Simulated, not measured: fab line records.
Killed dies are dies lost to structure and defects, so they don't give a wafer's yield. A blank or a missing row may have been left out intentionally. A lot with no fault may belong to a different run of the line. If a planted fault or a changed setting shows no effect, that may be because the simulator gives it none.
Code-filled problem report in 8D (eight disciplines) form || flow nand_harc || the parts of the form that need people (team, actions taken, sign-off) are left out

1. WHAT IS WRONG
Wafers without a fault read 65.2 s, standard deviation 0.34; run_length_s at NHARC_A_M0_ETCH_34 reads a mean of 53.0 s on 2 wafers belonging to 2 lots. That is -36 standard deviations from the usual mean.
The step: etches the open film in N2/H2, target depth 40 nm, overetch 12 nm, time 43.94 s.
First seen on wafer L641.4, day 30 00:06, on rie_diel-08. At this step, 33 wafers from 11 lots have a number in the record. The rule behind "out" and "out of limits": a value lying over 4 standard deviations away from the usual mean. Any other wafer with a number is counted as sound.

2. WHAT THIS IS AND IS NOT
{"question": "which readings at this step", "is": "run_length_s", "is not": "drypump_motor_current_A, rf_vpp_V, showerhead_plenum_p_Torr"}
{"question": "which lots", "is": "L641, L643", "is not": "L625, L626, L627, L629, L631, L632, L633, L645, L647"}
{"question": "which wafers of those lots", "is": "L641.4, L643.6", "is not": "L641.1, L641.5, L643.3, L643.5"}
{"question": "read on which tools", "is": "rie_diel-08", "is not": "rie_diel-09, rie_diel-13"}
{"question": "when", "is": "from day 30 00:06", "is not": "up to then (23 sound wafers); but 8 sound wafers of L643, L645, L647 came after"}

3. SUSPECTS, AND WHAT RULES EACH OUT
Counting: a tool at a process step up to the reading stays a suspect if it ran every lot that is out. Sound lots after the first of them don't rule it out here, since some wafers of a struck lot are sound.
- rie_diel-08 at NHARC_A_M0_ETCH_34 (etches the open film in N2/H2, target depth 40 nm, overetch 12 nm, time 43.94 s): kept. Ran every lot that is out, first one L641 (day 30 00:06); last sound lot up to then L633 (day 27 10:05). Its own readings are out on those wafers: run_length_s.
- In rie_diel-08 at NHARC_A_M0_ETCH_34, the wafers that are out were processed in chamber 1 and their sound lot-mates in chambers 0, 2, 3.
The count leaves rie_diel-08 at NHARC_A_M0_ETCH_34.

4. THE CAUSE (what the simulator had put in)
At NHARC_A_M0_ETCH_34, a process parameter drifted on rie_diel-08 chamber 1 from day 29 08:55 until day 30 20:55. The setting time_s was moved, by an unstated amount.
After counting, this tool was the only one left.

5. THE CHAIN OF EFFECTS, in route order
Each row: a reading where the mean over the struck wafers with a number is more than 3 standard deviations away from the usual. Only readings for which the record gives a usual standard deviation are gone through. hours: the time from each lot's start at the first step in this table that gives one to its start at this step, as a median over the lots. sigmas: the change in usual standard deviations.
{"hours": 0, "step": "NHARC_A_M0_ETCH_34", "reading": "run_length_s", "usual": "65.2 s", "on struck wafers": 53.0, "change": -12.2, "sigmas": -36}
The process steps in it:
- NHARC_A_M0_ETCH_34: etches the open film in N2/H2, target depth 40 nm, overetch 12 nm, time 43.94 s.
Readings that are blank on the struck wafers while sound wafers have them: bias_w at NHARC_A_M0_ETCH_34.
Later measuring or inspecting steps at which every struck wafer that the step has a row for has a number for every such reading, and none has moved that far: NHARC_END_SORT_01.

6. WHAT WOULD HAVE CAUGHT IT SOONER
In this record the first reading out of limits was taken at day 30 00:06, 15 hours after the fault began at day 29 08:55.
